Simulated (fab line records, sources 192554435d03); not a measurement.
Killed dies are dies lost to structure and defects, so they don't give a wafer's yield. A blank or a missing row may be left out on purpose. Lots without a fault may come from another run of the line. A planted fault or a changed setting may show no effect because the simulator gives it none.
Which tool did it? | flow n5_finfet | 9 lots, 27 wafers sampled, at 5 steps of a route of 1938

WHAT THE GAUGES READ, wafer by wafer
N5_BEOL_M4_RC_MEAS_101.
lot  | measured     | on        | DIBL_N (mV/V)
L798 | day 9 01:53  | prober-02 | 35.0 35.1 36.2
L804 | day 11 06:08 | prober-01 | 35.6 35.2 37.1
L805 | day 11 08:01 | prober-02 | 34.0 34.2 32.9
L807 | day 13 00:28 | prober-01 | 33.1 33.8 32.3
L813 | day 13 20:47 | prober-01 | 34.9 35.5 33.6
L815 | day 14 01:58 | prober-02 | 39.8 38.8 38.1
L817 | day 14 10:26 | prober-02 | 35.0 35.7 36.2
L818 | day 14 13:58 | prober-02 | 38.4 35.8 36.5
L820 | day 16 01:31 | prober-01 | 34.9 34.3 37.0

WHICH TOOL RAN EACH LOT (tool, then ch and the chambers of the sampled wafers, then the start)
lot  | N5_HKMG_FIN_NWFM_ALD_20            | N5_HKMG_FIN_STRIP_90              | N5_HKMG_FIN_STRIP_69                 | N5_HKMG_FIN_ALD_21
L798 | ald_metal-01 ch 0,2,3, day 4 11:10 | rie_diel-04 ch 0,2,3, day 4 11:40 | plasma_asher-02 ch 0,1, day 4 11:58  | ald_metal-02 ch 1,2,3, day 4 12:21
L804 | ald_metal-02 ch 1,2, day 6 01:19   | rie_diel-04 ch 0,1,3, day 6 01:49 | plasma_asher-01 ch 0,1, day 6 02:08  | ald_metal-03 ch 0,2,3, day 6 02:31
L805 | ald_metal-03 ch 1,2,3, day 6 08:40 | rie_diel-04 ch 1,2, day 6 09:10   | plasma_asher-01 ch 0,1, day 6 09:35  | ald_metal-02 ch 0,1, day 6 09:52
L807 | ald_metal-03 ch 0,3, day 6 21:41   | rie_diel-01 ch 1,2,3, day 6 22:11 | plasma_asher-02 ch 0,1, day 6 22:37  | ald_metal-03 ch 0,2,3, day 6 22:52
L813 | ald_metal-03 ch 0,1, day 8 05:41   | rie_diel-04 ch 0,3, day 8 06:11   | plasma_asher-02 ch 0,1, day 8 06:37  | ald_metal-02 ch 0,1,3, day 8 06:52
L815 | ald_metal-03 ch 0,3, day 8 20:02   | rie_diel-04 ch 0,1, day 8 20:37   | plasma_asher-02 ch 0,1, day 8 21:02  | ald_metal-02 ch 1,3, day 8 21:19
L817 | ald_metal-01 ch 0,2,3, day 9 06:02 | rie_diel-01 ch 0,1,2, day 9 06:34 | plasma_asher-01 ch 0,1, day 9 06:52  | ald_metal-03 ch 1,2,3, day 9 07:15
L818 | ald_metal-01 ch 0,1,2, day 9 12:44 | rie_diel-04 ch 0,2,3, day 9 13:14 | plasma_asher-01 ch 0, day 9 13:32    | ald_metal-03 ch 2,3, day 9 13:55
L820 | ald_metal-02 ch 1,3, day 10 06:01  | rie_diel-06 ch 2,3, day 10 06:31  | plasma_asher-01 ch 0,1, day 10 06:49 | ald_metal-01 ch 0,1,3, day 10 07:12
- N5_HKMG_FIN_NWFM_ALD_20: deposits TiAlC, target thk 2 nm, pulse time 3 s, purge time 2 s.
- N5_HKMG_FIN_STRIP_90: strips SOC in N2/H2, time 20 s.
- N5_HKMG_FIN_STRIP_69: strips in N2/H2, time 360 s.
- N5_HKMG_FIN_ALD_21: deposits TiN, target thk 1.5 nm, pulse time 1 s, purge time 3 s.

THE ANSWER, worked out from the rows above alone
Rule: what is usual is taken from the lots themselves. Put in order of their means at a reading, lots are off if they are a third of the lots or fewer, leave a main group of 4 or more, and stand apart from it by a gap of 3 or more times the standard deviation of the main group's means; of several such gaps the widest counts. A main group whose means are all the same, to the digits that the tables above print for the reading, isn't used. A lot without any number at a reading at which 4 lots or more have one is off too. The other lots that the step has rows for count as sound.
No lot is off at any reading shown: from this, nothing can be told.

WHAT THE SIMULATOR HAD PUT IN
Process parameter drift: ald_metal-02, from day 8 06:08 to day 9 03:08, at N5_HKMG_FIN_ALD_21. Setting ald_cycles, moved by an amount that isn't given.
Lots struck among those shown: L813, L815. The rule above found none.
